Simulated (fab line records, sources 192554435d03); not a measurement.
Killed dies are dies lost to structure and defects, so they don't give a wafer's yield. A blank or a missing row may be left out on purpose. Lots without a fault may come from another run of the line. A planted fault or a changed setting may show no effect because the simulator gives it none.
Split-lot experiment | flow n5_finfet | 7 lots, 39 wafers read, on a route of 1938 steps

THE SPLIT
At N5_BEOL_M6_TRENCH_ETCH_37 (etches SiCOH lowk in C4F6/O2, target depth 94.435 nm, time 31.5 s), the setting time_s was moved away from the recipe's 31.5 s on 15 of the 39 wafers read, by -35.9% to +57.6%. The other wafers ran this setting at the recipe's value.

FROM THE SPLIT TO THE READING: what the file shows between them, 8 steps
- N5_BEOL_M6_ETCH_41: etches SiCN in CH3F/O2, target depth 29.7 nm, time 52 s
- N5_BEOL_M6_STRIP_80: strips in N2/H2, time 10 s
- N5_BEOL_M6_OCD_MEAS_38
- N5_BEOL_M6_HM_STRIP_39: strips TiN in peroxide tin strip, target depth 25 nm, time 158 s
- N5_BEOL_M6_SRD_40: time 30 s
- N5_BEOL_M6_ECD_50: material Cu, target thk 300 nm
- N5_BEOL_M6_ANNEAL_51: time 90 s
- N5_BEOL_M6_CMP_52: polishes, stops on SiCOH lowk, t overpolish 6.9 s, target thk 80 nm

THE READING
M6_THK, in nm, at N5_BEOL_M6_THK_MEAS_53 (measures by xrf). Fault-free wafers of this fab line usually give 84.3 nm, standard deviation 2.3 nm.

wafer  | tool, chamber at the split | time_s as run, s | against the recipe | M6_THK, nm | against lot-mates on the recipe
L075.1 | rie_diel-02, 3             | 31.5             | recipe             | 85.9       | -
L075.2 | rie_diel-02, 0             | 31.5             | recipe             | 86.7       | -
L075.3 | rie_diel-02, 2             | 42.65            | +35.4%             | 117.7      | +31.7
L075.4 | rie_diel-02, 3             | 42.65            | +35.4%             | 120.2      | +34.2
L075.5 | rie_diel-02, 2             | 31.5             | recipe             | 85.5       | -
L075.6 | rie_diel-02, 0             | 42.65            | +35.4%             | 119.8      | +33.8
L074.1 | rie_diel-03, 0             | 20.19            | -35.9%             | 48.1       | -34.5
L074.2 | rie_diel-03, 3             | 31.5             | recipe             | 84.7       | -
L074.3 | rie_diel-03, 2             | 20.19            | -35.9%             | 48.0       | -34.6
L074.4 | rie_diel-03, 2             | 31.5             | recipe             | 82.6       | -
L074.5 | rie_diel-03, 3             | 20.19            | -35.9%             | 49.5       | -33.1
L074.6 | rie_diel-03, 0             | 31.5             | recipe             | 80.4       | -
L077.1 | rie_diel-03, 2             | 31.5             | recipe             | 84.0       | -
L077.2 | rie_diel-03, 1             | 31.5             | recipe             | 85.6       | -
L077.3 | rie_diel-03, 3             | 31.5             | recipe             | 86.6       | -
L077.4 | rie_diel-03, 0             | 31.5             | recipe             | 79.7       | -
L077.5 | rie_diel-03, 3             | 31.5             | recipe             | 84.1       | -
L077.6 | rie_diel-03, 0             | 31.5             | recipe             | 82.3       | -
L080.2 | rie_diel-03, 3             | 31.5             | recipe             | 85.3       | -
L080.4 | rie_diel-03, 1             | 31.5             | recipe             | 83.6       | -
L080.5 | rie_diel-03, 0             | 31.5             | recipe             | 83.2       | -
L082.1 | rie_diel-03, 1             | 26.12            | -17.1%             | 68.0       | -15.1
L082.2 | rie_diel-03, 3             | 26.12            | -17.1%             | 68.6       | -14.5
L082.3 | rie_diel-03, 0             | 31.5             | recipe             | 81.9       | -
L082.4 | rie_diel-03, 2             | 31.5             | recipe             | 84.2       | -
L082.5 | rie_diel-03, 0             | 31.5             | recipe             | 83.2       | -
L082.6 | rie_diel-03, 1             | 26.12            | -17.1%             | 69.4       | -13.7
L086.1 | rie_diel-02, 0             | 42.08            | +33.6%             | 116.9      | +33.7
L086.2 | rie_diel-02, 1             | 31.5             | recipe             | 81.9       | -
L086.3 | rie_diel-02, 2             | 42.08            | +33.6%             | 121.2      | +38.0
L086.4 | rie_diel-02, 3             | 31.5             | recipe             | 82.7       | -
L086.5 | rie_diel-02, 2             | 31.5             | recipe             | 85.1       | -
L086.6 | rie_diel-02, 1             | 42.08            | +33.6%             | 116.3      | +33.1
L093.1 | rie_diel-06, 0             | 31.5             | recipe             | 80.3       | -
L093.2 | rie_diel-06, 1             | 49.65            | +57.6%             | 137.1      | +52.2
L093.3 | rie_diel-06, 2             | 49.65            | +57.6%             | 140.3      | +55.4
L093.4 | rie_diel-06, 3             | 31.5             | recipe             | 87.0       | -
L093.5 | rie_diel-06, 2             | 49.65            | +57.6%             | 140.3      | +55.4
L093.6 | rie_diel-06, 3             | 31.5             | recipe             | 87.5       | -

THE FIT
A straight line over all 39 wafers: M6_THK changes by +0.976 nm for each +1% of time_s; r = +1.00; the points scatter about the line by 2 nm.
The same after taking each lot's own level away (the mean of its wafers on the recipe; 39 wafers): +0.951 nm for each +1%; r = +1.00; scatter 2 nm.
On that fit, the largest move of time_s shifts the reading by 55 nm.
The lots' own levels span 82.57 to 86.03 nm, that is 1.5 times the standard deviation above.
So the lot-to-lot level changes the slope little: the two slopes agree.
Check: with one of the wafers moved furthest among these (+57.6%) left out of the fit, the line predicts +55.6 nm for it against its lot-mates. It came out at +52.2 nm against them.

THE WHOLE CHAIN: every reading that the file lists as answering this split, in the file's order
step                      | what it does                                                        | reading                                                                          | change (the file's fit)                                                              | r (the file's)
N5_BEOL_M6_TRENCH_ETCH_37 | etches SiCOH lowk in C4F6/O2, target depth 94.435 nm, time 31.5 s   | BEOL_M6.feature_depth_nm (the simulator's own value, which no gauge read)        | +0.938 nm for each +1% of the setting                                                | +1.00
N5_BEOL_M6_TRENCH_ETCH_37 | etches SiCOH lowk in C4F6/O2, target depth 94.435 nm, time 31.5 s   | etch.depth_nm (the simulator's own value, which no gauge read)                   | +0.937 nm for each +1% of the setting                                                | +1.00
N5_BEOL_M6_TRENCH_ETCH_37 | etches SiCOH lowk in C4F6/O2, target depth 94.435 nm, time 31.5 s   | TiN_of_BEOL_M6_HM_DEP_02.thk_nm (the simulator's own value, which no gauge read) | -0.0267 nm for each +1% of the setting                                               | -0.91
N5_BEOL_M6_OCD_MEAS_38    |                                                                     | trench_depth_nm                                                                  | +0.935 nm for each +1% of the setting                                                | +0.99
N5_BEOL_M6_CMP_52         | polishes, stops on SiCOH lowk, t overpolish 6.9 s, target thk 80 nm | Cu_of_BEOL_M6_ECD_50.thk_nm (the simulator's own value, which no gauge read)     | +0.922 nm for each +1% of the setting                                                | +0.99
N5_BEOL_M6_THK_MEAS_53    | measures by xrf                                                     | M6_THK                                                                           | +0.954 for each +1% of the setting                                                   | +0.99
N5_BEOL_M6_RS_MEAS_57     | measures by four-point-probe                                        | M6_RS                                                                            | not straight: 0.543 at the lowest setting, 0.282 at the recipe, 0.158 at the highest | not given

THE FILE'S OWN FIT
M6_THK changes by +0.954 nm for each +1% of time_s, r = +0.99.
